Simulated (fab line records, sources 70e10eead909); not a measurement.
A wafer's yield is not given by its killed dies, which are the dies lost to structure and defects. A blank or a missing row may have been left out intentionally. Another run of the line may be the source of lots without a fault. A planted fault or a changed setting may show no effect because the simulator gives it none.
fab line records + flow nand-harc + part 2 of 2: steps 5 to 6 of 6
record
- lots=23
- wafers=69
- last-day=25
route steps=1159 shown A_STAIRCASE@583
lots with no fault: from the same line, run without faults
start-h: hours from the record's opening day to when the first of the lot's shown wafers began + wait-h: hours from the lot's prior step to this one + " the same as in the row above + L1.1+2: a single row standing in for several wafers + - no value, or no start given + * or withheld: withheld + < > ~ a bound
route shown NAME@n: a module of which the file shows steps, and the number in the route of the first + usual: mean/standard deviation of fault-free wafers + same: alike in all rows + chamber/n: place in a boat + sites: per-site readings + _std_site: their standard deviation + _edge_site: the outer-site mean with the inner-site mean subtracted + radius-mm: for every site, how far away it sits from the centre of the wafer + mask NAME#n: copy n + behind: the last tool/chamber to shape the wafer + hold: why the lot was held/for how many hours/how that ended + device: whichever transistor did not switch (one of n, p or np) + end of line: the route-end tests of the same wafers + a step given without rows: its recipe and nothing more + killed: the dies lost at the first sort to structure and to defects; this is not the yield of the wafer + map: a wafer's dies, marking killed ones x, the rest . and places with no die _
set.NAME: setting as actually run; set.NAME@STEP: the setting as run at that earlier step + model.NAME: the simulator's own value behind a step, which no gauge read
a sample of lots followed through the steps of the route, with each step as a table and each wafer as a row
services: the hour from which a tool's chamber was out of use, counted from the record's first day as start-h (under 0 if before that day), plus the number of hours and why
## steps
# step NHARC_A_STAIRCASE_ETCH_292
# recipe
- cf4-flow-sccm=100
- chf3-flow-sccm=30
- ar-flow-sccm=0
- rf-w=500
- bias-w=200
- chemistry=CF4/CHF3
# usual
- drypump-motor-current-A=5.8/0.45
- oes-product-au=0.950/0.02
- rf-vpp-V=370.3/1.8
- showerhead-plenum-p-Torr=1.56/0.047
- throttle-valve-pct=16.802/0.0087
| lot.wafer | tool        | chamber | start-h | wait-h | drypump-motor-current-A | oes-product-au | rf-hours-counter-h | rf-vpp-V | showerhead-plenum-p-Torr | throttle-valve-pct |
|-----------|-------------|---------|---------|--------|-------------------------|----------------|--------------------|----------|--------------------------|--------------------|
| L074.1    | rie-diel-01 | 2       | 248.82  | 0.1    | 5.2                     | 0.917          | 43                 | 371.6    | 1.62                     | 16.800             |
| L074.6    | "           | 2       | "       | "      | 5.2                     | 0.928          | -                  | 372.6    | 1.62                     | 16.795             |
| L074.5    | "           | 3       | "       | "      | 6.6                     | 0.925          | -                  | 372.3    | 1.64                     | 16.787             |
| L075.1    | rie-diel-02 | 0       | 250.88  | 0.1    | 5.9                     | 0.954          | 35                 | 366.2    | 1.49                     | 16.811             |
| L075.2    | "           | 1       | "       | "      | 6.2                     | 0.937          | 32                 | 374.9    | 1.66                     | 16.797             |
| L075.3    | "           | 2       | "       | "      | 5.7                     | 0.927          | 31                 | 368.9    | 1.54                     | 16.823             |
| L077.1    | rie-diel-06 | 2       | 270.55  | 0.1    | 5.8                     | 0.952          | 10                 | 369.7    | 1.56                     | 16.806             |
| L077.2    | "           | 1       | "       | "      | 5.1                     | 0.951          | 8                  | 369.2    | 1.56                     | 16.789             |
| L077.6    | "           | 0       | "       | "      | 5.6                     | 0.949          | -                  | 369.3    | 1.57                     | 16.807             |
| L079.3    | rie-diel-02 | 2       | 270.83  | 0.1    | 5.7                     | 0.956          | 40                 | 370.0    | 1.54                     | 16.800             |
| L079.2    | "           | 0       | "       | "      | 6.0                     | 0.961          | 43                 | 367.4    | 1.49                     | 16.795             |
| L079.6    | "           | 3       | "       | "      | 6.0                     | 0.972          | -                  | 370.3    | 1.49                     | 16.807             |
| L076.3    | rie-diel-06 | 0       | 273.40  | 0.1    | 5.6                     | 0.947          | 10                 | 370.4    | 1.57                     | 16.788             |
| L076.1    | "           | 1       | "       | "      | 5.1                     | 0.947          | 9                  | 369.4    | 1.56                     | 16.797             |
| L076.5    | "           | 2       | "       | "      | 5.9                     | 0.949          | -                  | 370.5    | 1.56                     | 16.807             |
| L078.3    | rie-diel-06 | 1       | 283.05  | 0.3    | 5.1                     | 0.922          | 13                 | 370.8    | 1.56                     | 16.806             |
| L078.4    | "           | 0       | "       | "      | 5.6                     | 0.927          | -                  | 369.5    | 1.57                     | 16.813             |
| L078.6    | "           | 1       | "       | "      | 5.1                     | 0.919          | -                  | 369.4    | 1.56                     | 16.792             |
| L081.3    | rie-diel-01 | 0       | 291.63  | 0.1    | 5.8                     | 0.928          | 60                 | 370.5    | 1.62                     | 16.799             |
| L081.4    | "           | 2       | "       | "      | 5.2                     | 0.967          | 62                 | 372.4    | 1.61                     | 16.796             |
| L081.6    | "           | 0       | "       | "      | 5.9                     | 0.935          | -                  | 371.1    | 1.62                     | 16.781             |
| L080.3    | rie-diel-06 | 3       | 296.72  | 0.1    | 6.4                     | 0.930          | 6                  | 371.0    | 1.55                     | 16.785             |
| L080.4    | "           | 0       | "       | "      | 5.7                     | 0.946          | 19                 | 369.7    | 1.57                     | 16.821             |
| L080.2    | "           | 1       | "       | "      | 5.1                     | 0.951          | 18                 | 371.7    | 1.56                     | 16.800             |
| L082.2    | rie-diel-02 | 2       | 302.79  | 0.1    | 5.7                     | 0.950          | 52                 | 369.0    | 1.54                     | 16.799             |
| L082.1    | "           | 0       | "       | "      | 6.0                     | 0.970          | 53                 | 367.9    | 1.48                     | 16.786             |
| L082.5    | "           | 2       | "       | "      | 5.7                     | 0.961          | -                  | 369.2    | 1.54                     | 16.805             |
| L083.2    | rie-diel-06 | 2       | 311.54  | 0.1    | 5.9                     | 0.977          | 23                 | 368.5    | 1.56                     | 16.811             |
| L083.1    | "           | 1       | "       | "      | 5.1                     | 0.961          | 22                 | 370.1    | 1.56                     | 16.802             |
| L083.5    | "           | 2       | "       | "      | 5.9                     | 0.973          | -                  | 371.8    | 1.56                     | 16.811             |
| L084.1    | rie-diel-02 | 3       | 313.54  | 0.1    | 6.0                     | 0.921          | 58                 | 369.1    | 1.48                     | 16.820             |
| L084.6    | "           | 2       | "       | "      | 5.7                     | 0.916          | -                  | 371.5    | 1.54                     | 16.785             |
| L084.5    | "           | 3       | "       | "      | 6.0                     | 0.933          | -                  | 367.5    | 1.48                     | 16.805             |
| L088.2    | rie-diel-01 | 2       | 340.89  | 0.1    | 5.2                     | 0.969          | 7                  | 373.3    | 1.61                     | 16.804             |
| L088.4    | "           | 3       | "       | "      | 6.6                     | 0.947          | 7                  | 372.6    | 1.64                     | 16.814             |
| L088.1    | "           | 1       | "       | "      | 5.0                     | 0.995          | 7                  | 368.8    | 1.53                     | 16.803             |
| L085.2    | rie-diel-02 | 3       | 344.65  | 0.1    | 6.0                     | 0.961          | 3                  | 367.2    | 1.48                     | 16.792             |
| L085.6    | "           | 2       | "       | "      | 5.7                     | 0.951          | -                  | 369.8    | 1.54                     | 16.809             |
| L085.5    | "           | 3       | "       | "      | 6.0                     | 0.967          | -                  | 367.7    | 1.48                     | 16.806             |
| L087.2    | rie-diel-02 | 2       | 346.68  | 0.2    | 5.7                     | 0.923          | 4                  | 369.6    | 1.54                     | 16.793             |
| L087.3    | "           | 3       | "       | "      | 6.0                     | 0.937          | 4                  | 367.8    | 1.48                     | 16.799             |
| L087.1    | "           | 1       | "       | "      | 6.1                     | 0.923          | 5                  | 373.7    | 1.65                     | 16.811             |
| L091.4    | rie-diel-02 | 0       | 357.62  | 0.1    | 5.9                     | 0.940          | 6                  | 368.9    | 1.48                     | 16.803             |
| L091.5    | "           | 3       | "       | "      | 6.0                     | 0.953          | -                  | 368.5    | 1.48                     | 16.811             |
| L091.6    | "           | 0       | "       | "      | 5.9                     | 0.937          | -                  | 367.6    | 1.48                     | 16.797             |
| L090.1    | rie-diel-06 | 1       | 359.61  | 0.1    | 5.1                     | 0.965          | 41                 | 372.2    | 1.55                     | 16.796             |
| L090.3    | "           | 0       | "       | "      | 5.6                     | 0.958          | 43                 | 370.9    | 1.56                     | 16.809             |
| L090.5    | "           | 2       | "       | "      | 5.9                     | 0.963          | -                  | 371.0    | 1.55                     | 16.811             |
| L092.4    | rie-diel-06 | 2       | 360.05  | 0.2    | 5.9                     | 0.936          | 43                 | 369.5    | 1.55                     | 16.812             |
| L092.3    | "           | 3       | "       | "      | 6.4                     | 0.935          | 32                 | 369.2    | 1.54                     | 16.800             |
| L092.1    | "           | 0       | "       | "      | 5.6                     | 0.928          | 43                 | 371.9    | 1.56                     | 16.797             |
| L089.3    | rie-diel-01 | 0       | 361.54  | 0.1    | 5.8                     | 0.957          | 19                 | 371.0    | 1.62                     | 16.803             |
| L089.6    | "           | 0       | "       | "      | 5.8                     | 0.966          | -                  | 372.3    | 1.62                     | 16.801             |
| L089.5    | "           | 1       | "       | "      | 5.0                     | 1.009          | -                  | 368.1    | 1.53                     | 16.804             |
| L094.1    | rie-diel-06 | 3       | 365.80  | 0.1    | 6.4                     | 0.984          | 36                 | 370.2    | 1.54                     | 16.804             |
| L094.3    | "           | 0       | "       | "      | 5.6                     | 0.976          | 47                 | 370.2    | 1.56                     | 16.802             |
| L094.6    | "           | 0       | "       | "      | 5.6                     | 0.972          | -                  | 370.3    | 1.56                     | 16.807             |
| L093.4    | rie-diel-06 | 3       | 367.43  | 0.1    | 6.4                     | 0.983          | 37                 | 368.0    | 1.54                     | 16.812             |
| L093.3    | "           | 0       | "       | "      | 5.6                     | 0.944          | 48                 | 370.8    | 1.56                     | 16.817             |
| L093.1    | "           | 1       | "       | "      | 5.1                     | 0.949          | 44                 | 370.5    | 1.55                     | 16.797             |
| L096.3    | rie-diel-06 | 1       | 383.39  | 0.1    | 5.1                     | 0.951          | 50                 | 369.4    | 1.55                     | 16.804             |
| L096.1    | "           | 2       | "       | "      | 5.9                     | 0.957          | 53                 | 370.4    | 1.55                     | 16.807             |
| L096.2    | "           | 3       | "       | "      | 6.4                     | 0.941          | 42                 | 371.0    | 1.54                     | 16.803             |
| L095.3    | rie-diel-06 | 2       | 384.88  | 0.2    | 5.9                     | 0.957          | 53                 | 369.9    | 1.55                     | 16.804             |
| L095.6    | "           | 0       | "       | "      | 5.6                     | 0.945          | -                  | 371.1    | 1.56                     | 16.790             |
| L095.5    | "           | 1       | "       | "      | 5.1                     | 0.951          | -                  | 368.8    | 1.55                     | 16.816             |
| L097.4    | rie-diel-06 | 0       | 391.70  | 0.1    | 5.6                     | 0.959          | 55                 | 368.8    | 1.56                     | 16.792             |
| L097.1    | "           | 1       | "       | "      | 5.1                     | 0.945          | 53                 | 369.9    | 1.55                     | 16.806             |
| L097.3    | "           | 2       | "       | "      | 5.9                     | 0.976          | 55                 | 369.8    | 1.55                     | 16.804             |
# step NHARC_A_STAIRCASE_HM_OPEN_460
# recipe
- o2-flow-sccm=400
- cos-flow-sccm=20
- ar-flow-sccm=0
- rf-w=500
- bias-w=300
- chemistry=O2/COS
# usual
- drypump-motor-current-A=5.8/0.45
- oes-product-au=0.995/0.011
- rf-vpp-V=466.7/2.2
- showerhead-plenum-p-Torr=3.10/0.092
- throttle-valve-pct=28.330/0.01
| lot.wafer | tool        | chamber | start-h | wait-h | drypump-motor-current-A | oes-product-au | rf-hours-counter-h | rf-vpp-V | showerhead-plenum-p-Torr | throttle-valve-pct |
|-----------|-------------|---------|---------|--------|-------------------------|----------------|--------------------|----------|--------------------------|--------------------|
| L074.1    | rie-diel-01 | 2       | -       | -      | 5.2                     | 1.003          | 43                 | 470.4    | 3.21                     | 28.329             |
| L074.5    | "           | 0       | "       | "      | 5.8                     | 0.984          | -                  | 469.5    | 3.23                     | 28.317             |
| L074.6    | "           | 1       | "       | "      | 5.0                     | 1.012          | -                  | 466.1    | 3.06                     | 28.314             |
| L075.2    | rie-diel-02 | 2       | -       | -      | 5.7                     | 0.996          | 31                 | 465.4    | 3.07                     | 28.350             |
| L075.1    | "           | 3       | "       | "      | 6.0                     | 0.986          | 36                 | 463.7    | 2.95                     | 28.301             |
| L075.3    | "           | 0       | "       | "      | 6.0                     | 0.991          | 35                 | 463.5    | 2.95                     | 28.329             |
| L077.2    | rie-diel-06 | 2       | -       | -      | 5.8                     | 0.987          | 10                 | 465.9    | 3.09                     | 28.332             |
| L077.1    | "           | 0       | "       | "      | 5.7                     | 0.986          | 9                  | 467.7    | 3.12                     | 28.339             |
| L077.6    | "           | 0       | "       | "      | 5.6                     | 0.994          | -                  | 468.5    | 3.12                     | 28.349             |
| L079.2    | rie-diel-02 | 2       | -       | -      | 5.7                     | 1.000          | 40                 | 464.7    | 3.06                     | 28.336             |
| L079.3    | "           | 0       | "       | "      | 5.9                     | 0.999          | 43                 | 464.8    | 2.95                     | 28.323             |
| L079.6    | "           | 2       | "       | "      | 5.7                     | 0.993          | -                  | 466.7    | 3.06                     | 28.334             |
| L076.3    | rie-diel-06 | 1       | -       | -      | 5.1                     | 0.991          | 9                  | 465.6    | 3.09                     | 28.337             |
| L076.1    | "           | 0       | "       | "      | 5.6                     | 0.989          | 10                 | 468.2    | 3.12                     | 28.318             |
| L076.5    | "           | 2       | "       | "      | 5.9                     | 0.993          | -                  | 465.5    | 3.09                     | 28.359             |
| L078.3    | rie-diel-06 | 2       | -       | -      | 5.9                     | 0.983          | 14                 | 466.3    | 3.09                     | 28.334             |
| L078.4    | "           | 2       | "       | "      | 5.9                     | 0.986          | -                  | 466.7    | 3.09                     | 28.339             |
| L078.6    | "           | 1       | "       | "      | 5.1                     | 0.980          | -                  | 468.0    | 3.09                     | 28.343             |
| L081.3    | rie-diel-01 | 1       | -       | -      | 5.0                     | 1.019          | 61                 | 466.8    | 3.05                     | 28.320             |
| L081.4    | "           | 3       | "       | "      | 6.6                     | 0.999          | 61                 | 470.0    | 3.25                     | 28.354             |
| L081.6    | "           | 1       | "       | "      | 5.0                     | 1.021          | -                  | 465.5    | 3.05                     | 28.343             |
| L080.4    | rie-diel-06 | 0       | -       | -      | 5.6                     | 0.987          | 19                 | 468.3    | 3.11                     | 28.319             |
| L080.3    | "           | 1       | "       | "      | 5.1                     | 0.999          | 18                 | 466.3    | 3.09                     | 28.331             |
| L080.2    | "           | 2       | "       | "      | 5.9                     | 0.991          | 19                 | 466.8    | 3.09                     | 28.346             |
| L082.2    | rie-diel-02 | 1       | -       | -      | 6.1                     | 0.981          | 50                 | 469.4    | 3.28                     | 28.333             |
| L082.1    | "           | 3       | "       | "      | 6.0                     | 0.998          | 56                 | 463.0    | 2.94                     | 28.322             |
| L082.5    | "           | 0       | "       | "      | 5.9                     | 0.991          | -                  | 464.0    | 2.94                     | 28.336             |
| L083.1    | rie-diel-06 | 3       | -       | -      | 6.4                     | 1.005          | 11                 | 465.4    | 3.07                     | 28.308             |
| L083.2    | "           | 0       | "       | "      | 5.6                     | 0.998          | 23                 | 468.2    | 3.11                     | 28.348             |
| L083.5    | "           | 0       | "       | "      | 5.6                     | 0.987          | -                  | 466.3    | 3.11                     | 28.308             |
| L084.1    | rie-diel-02 | 3       | -       | -      | 6.0                     | 0.999          | 59                 | 463.5    | 2.94                     | 28.329             |
| L084.6    | "           | 0       | "       | "      | 6.0                     | 0.993          | -                  | 464.0    | 2.94                     | 28.343             |
| L084.5    | "           | 1       | "       | "      | 6.1                     | 0.980          | -                  | 471.3    | 3.27                     | 28.332             |
| L088.4    | rie-diel-01 | 3       | -       | -      | 6.6                     | 1.006          | 7                  | 470.9    | 3.25                     | 28.340             |
| L088.1    | "           | 0       | "       | "      | 5.8                     | 1.001          | 7                  | 469.4    | 3.21                     | 28.343             |
| L088.2    | "           | 2       | "       | "      | 5.2                     | 1.014          | 7                  | 469.6    | 3.19                     | 28.331             |
| L085.2    | rie-diel-02 | 2       | -       | -      | 5.7                     | 0.999          | 3                  | 464.6    | 3.05                     | 28.338             |
| L085.5    | "           | 2       | "       | "      | 5.7                     | 0.986          | -                  | 466.5    | 3.05                     | 28.320             |
| L085.6    | "           | 3       | "       | "      | 6.0                     | 1.003          | -                  | 463.8    | 2.94                     | 28.330             |
| L087.3    | rie-diel-02 | 3       | -       | -      | 6.0                     | 1.005          | 4                  | 462.9    | 2.94                     | 28.324             |
| L087.2    | "           | 1       | "       | "      | 6.2                     | 0.993          | 5                  | 470.2    | 3.27                     | 28.318             |
| L087.1    | "           | 2       | "       | "      | 5.7                     | 0.991          | 4                  | 463.7    | 3.05                     | 28.318             |
| L091.4    | rie-diel-02 | 1       | -       | -      | 6.1                     | 0.989          | 10                 | 469.5    | 3.27                     | 28.314             |
| L091.5    | "           | 0       | "       | "      | 6.0                     | 0.997          | -                  | 463.5    | 2.94                     | 28.327             |
| L091.6    | "           | 1       | "       | "      | 6.1                     | 0.986          | -                  | 470.2    | 3.27                     | 28.332             |
| L090.3    | rie-diel-06 | 2       | -       | -      | 5.9                     | 0.997          | 43                 | 466.1    | 3.08                     | 28.324             |
| L090.1    | "           | 1       | "       | "      | 5.1                     | 0.982          | 41                 | 466.9    | 3.08                     | 28.339             |
| L090.5    | "           | 2       | "       | "      | 5.9                     | 1.007          | -                  | 466.4    | 3.08                     | 28.335             |
| L092.1    | rie-diel-06 | 1       | -       | -      | 5.1                     | 0.986          | 42                 | 465.9    | 3.08                     | 28.331             |
| L092.4    | "           | 2       | "       | "      | 5.9                     | 0.994          | 44                 | 465.8    | 3.08                     | 28.319             |
| L092.3    | "           | 3       | "       | "      | 6.4                     | 1.000          | 34                 | 466.1    | 3.06                     | 28.325             |
| L089.3    | rie-diel-01 | 1       | -       | -      | 5.0                     | 1.024          | 17                 | 465.6    | 3.04                     | 28.326             |
| L089.6    | "           | 1       | "       | "      | 5.0                     | 1.026          | -                  | 466.8    | 3.04                     | 28.321             |
| L089.5    | "           | 2       | "       | "      | 5.2                     | 1.031          | -                  | 469.4    | 3.19                     | 28.336             |
| L094.3    | rie-diel-06 | 0       | -       | -      | 5.6                     | 0.994          | 48                 | 465.6    | 3.10                     | 28.326             |
| L094.1    | "           | 1       | "       | "      | 5.1                     | 0.985          | 44                 | 465.7    | 3.08                     | 28.334             |
| L094.6    | "           | 3       | "       | "      | 6.4                     | 0.999          | -                  | 466.4    | 3.06                     | 28.324             |
| L093.1    | rie-diel-06 | 0       | -       | -      | 5.7                     | 0.988          | 48                 | 467.7    | 3.10                     | 28.330             |
| L093.4    | "           | 2       | "       | "      | 5.9                     | 1.002          | 47                 | 464.4    | 3.07                     | 28.335             |
| L093.3    | "           | 3       | "       | "      | 6.4                     | 1.003          | 37                 | 465.6    | 3.06                     | 28.316             |
| L096.2    | rie-diel-06 | 0       | -       | -      | 5.6                     | 0.986          | 54                 | 467.0    | 3.09                     | 28.328             |
| L096.1    | "           | 2       | "       | "      | 5.9                     | 1.014          | 53                 | 466.5    | 3.07                     | 28.342             |
| L096.3    | "           | 3       | "       | "      | 6.4                     | 1.009          | 42                 | 465.5    | 3.06                     | 28.331             |
| L095.3    | rie-diel-06 | 3       | -       | -      | 6.4                     | 1.005          | 43                 | 463.7    | 3.06                     | 28.328             |
| L095.6    | "           | 0       | "       | "      | 5.6                     | 0.999          | -                  | 466.6    | 3.09                     | 28.337             |
| L095.5    | "           | 1       | "       | "      | 5.1                     | 0.996          | -                  | 465.6    | 3.07                     | 28.321             |
| L097.4    | rie-diel-06 | 3       | -       | -      | 6.4                     | 1.005          | 44                 | 466.2    | 3.06                     | 28.345             |
| L097.3    | "           | 0       | "       | "      | 5.6                     | 0.982          | 56                 | 465.1    | 3.09                     | 28.351             |
| L097.1    | "           | 2       | "       | "      | 5.9                     | 0.997          | 55                 | 465.3    | 3.07                     | 28.313             |
## services
| tool        | chamber | start-h | hours | kind                          |
|-------------|---------|---------|-------|-------------------------------|
| rie-diel-06 | 2       | 213.47  | 15.6  | repair                        |
| rie-diel-06 | 0       | 220.35  | -     | clean                         |
| rie-diel-06 | 1       | 220.35  | -     | clean                         |
| rie-diel-06 | 3       | 220.35  | -     | clean                         |
| rie-diel-02 | -       | 222.35  | 0.2   | repair                        |
| rie-diel-06 | 3       | 237.56  | -     | consumable-replace:focus-ring |
| rie-diel-06 | 3       | 237.56  | 9.0   | scheduled-down                |
| rie-diel-06 | 3       | 237.56  | 9.0   | vent-cycle                    |
| rie-diel-06 | -       | 241.28  | 9.0   | pm                            |
| rie-diel-06 | 0       | 241.28  | 9.0   | vent-cycle                    |
| rie-diel-06 | 1       | 241.28  | 9.9   | vent-cycle                    |
| rie-diel-06 | 2       | 241.28  | 9.0   | vent-cycle                    |
| rie-diel-06 | 0       | 250.28  | -     | clean                         |
| rie-diel-06 | 0       | 250.28  | -     | consumable-replace:focus-ring |
| rie-diel-06 | 2       | 250.28  | -     | clean                         |
| rie-diel-06 | 3       | 250.28  | -     | clean                         |
| rie-diel-06 | 3       | 261.21  | 33.1  | repair                        |
| rie-diel-06 | -       | 267.38  | 0.8   | repair                        |
| rie-diel-06 | 2       | 280.77  | 1.3   | repair                        |
| rie-diel-01 | -       | 314.80  | 9.0   | pm                            |
| rie-diel-02 | -       | 327.70  | 9.0   | pm                            |
| rie-diel-02 | 0       | 369.04  | 2.8   | repair                        |
| rie-diel-02 | 1       | 376.46  | 9.8   | repair                        |
| rie-diel-02 | 2       | 382.81  | 3.4   | repair                        |
